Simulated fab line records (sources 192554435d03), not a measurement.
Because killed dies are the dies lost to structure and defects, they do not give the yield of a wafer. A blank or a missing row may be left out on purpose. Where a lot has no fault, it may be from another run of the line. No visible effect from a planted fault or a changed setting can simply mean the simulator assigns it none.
Struck lot and sound lot, side by side    flow n5_finfet    27 steps out of a route of 1938
Sound: these wafers, L669.3, L669.4, L669.5. The struck wafers were L663.2, L663.5, L663.6. Last of all comes the cause.
Each step with rows lists, per side, the tool, then ch with its chambers, then its first start. Under that, the readings that differ: sound wafers    struck wafers    difference of the means    sigmas: that difference in standard deviations of wafers without a fault.
alike: words and numbers the same on both sides, and readings whose means are apart by under 2 such deviations; not compared: readings that were withheld, readings missing a value for some wafer, numbers with overlapping values and no deviation given by the record, and bounds like >300 which may hide the same value.
The two part at a step that has a row with sigmas, a row that says differs or no value, or rows on one side only. When numbers do not overlap yet have no deviation, they are printed without sigmas and do not part them. A reading missing from all wafers of one side parts the sides only when that side holds two or more wafers.

first, 9 steps without rows for these wafers: N5_SD_EPI_P_PEB_07 (peb time 60 s); N5_SD_EPI_P_DEVELOP_08 (develop time 30 s); N5_SD_EPI_P_DESCUM_14 (chemistry O2, time 7.9 s); N5_SD_EPI_P_ETCH_36 (etches SiARC in CF4, target depth 45.5 nm, time 75.8 s); N5_SD_EPI_P_ETCH_37 (etches SOC in N2/H2, overetch 108 nm, time 486 s); N5_SD_EPI_P_STRIP_38 (strips in N2/H2); N5_SD_EPI_P_ETCHBACK_46 (etches SiNx in CH3F/O2, stops on SiO2, target depth 17.5 nm); N5_SD_EPI_P_ETCH_47 (etches SiOCN in CH3F/O2, target depth 25 nm); N5_SD_EPI_P_ETCH_16 (etches SiO2 in CHF3/O2, target depth 5 nm).
N5_SD_EPI_P_STRIP_50: strips in CHF3/O2.
  sound on rie_diel-02 ch 0,2, day 7 20:34; struck on rie_diel-02 ch 1,2,3, day 6 09:26
reading                                      sound  struck        difference  sigmas
model.SiARC_of_SD_EPI_P_COAT_35.thk_nm (nm)  0 0 0  12 11.4 12.2  +12         
N5_SD_EPI_P_SD_RECESS_17: chemistry HBr/Cl2/O2, target depth 39.1 nm, bt time 3 s.
  sound on rie_si-03 ch 0,2,3, day 7 20:37; struck on rie_si-03 ch 0,1,3, day 6 09:28
reading                                      sound  struck     difference  sigmas
model.SiARC_of_SD_EPI_P_COAT_35.thk_nm (nm)  0 0 0  8.4 8 8.8  +8.4        
  alike: drypump_motor_current_A, oes_product_au, throttle_valve_pct
  not compared: rf_hours_counter_h
then, 13 steps without rows for these wafers: N5_SD_EPI_P_WET_ETCH_45 (etches SiO2 in dHF, time 10.7 s, target depth 2 nm, rinse time 30 s); N5_SD_EPI_P_STRIP_40 (strips in N2/H2); N5_SD_EPI_P_PRECLEAN_52 (cleans in O3/DIW, time 60 s); N5_SD_EPI_P_SRD_20 (time 30 s); N5_SD_EPI_P_PRECLEAN_51 (cleans in NF3:NH3, afs cycles 1, time 20 s, sublimation time 60 s); N5_SD_EPI_P_VAPOR_ETCH_44 (etches SiGe30 in NF3/Ar, time 3.3 s); N5_SD_EPI_P_EPI_21 (deposits SiGe:B, time 355 s); N5_SD_EPI_P_HM_STRIP_48 (strips SiNx in H3PO4, material SiNx, target depth 3 nm); N5_SD_EPI_P_SRD_49 (time 30 s); N5_SD_EPI_P_PRECLEAN_24 (cleans in O3/DIW, time 45 s); N5_SD_EPI_P_PRECLEAN_32 (cleans in dHF, time 10 s); N5_SD_EPI_P_PRECLEAN_33 (cleans in SC2, time 45 s); N5_SD_EPI_P_SRD_25 (time 30 s).
N5_SD_EPI_P_INSPECT_26: inspects for defects (darkfield).
  sound: defect_inspect-01 at day 8 00:36; struck: defect_inspect-02 at day 6 14:29
reading           sound        struck          difference  sigmas
raw_defect_count  243 178 189  1485 1447 1408  +1243       +32
N5_BEOL_M4_RC_MEAS_101:
  the record has rows for the sound wafers here (prober-01 ch 0, day 12 17:04) and none for the struck ones
-- record jumps: 9 days separate the struck wafers' starts on either side; left off in module BEOL_M4, taken up again in module PASSIVATION, whose first shown step is the route's number 1936 --
N5_PASSIVATION_PROBE_49:
  sound: prober-01 at day 16 22:29; struck: prober-02 at day 15 15:25
reading              sound       struck          difference  sigmas
killed_at_front_end  35 52 84    1110 1121 1115  +1058       +76
killed_dies          87 103 147  1180 1180 1180  +1068       +63
killed_on_rim        10 11 29    152 152 152     +135        +34
  alike: killed_at_M0_to_M3, killed_at_M4_up, killed_at_contacts, killed_at_other, killed_open, killed_short

WHERE THEY PART
At N5_SD_EPI_P_INSPECT_26 first; at N5_PASSIVATION_PROBE_49 last (within this record only).

WHY: what the simulator had put in
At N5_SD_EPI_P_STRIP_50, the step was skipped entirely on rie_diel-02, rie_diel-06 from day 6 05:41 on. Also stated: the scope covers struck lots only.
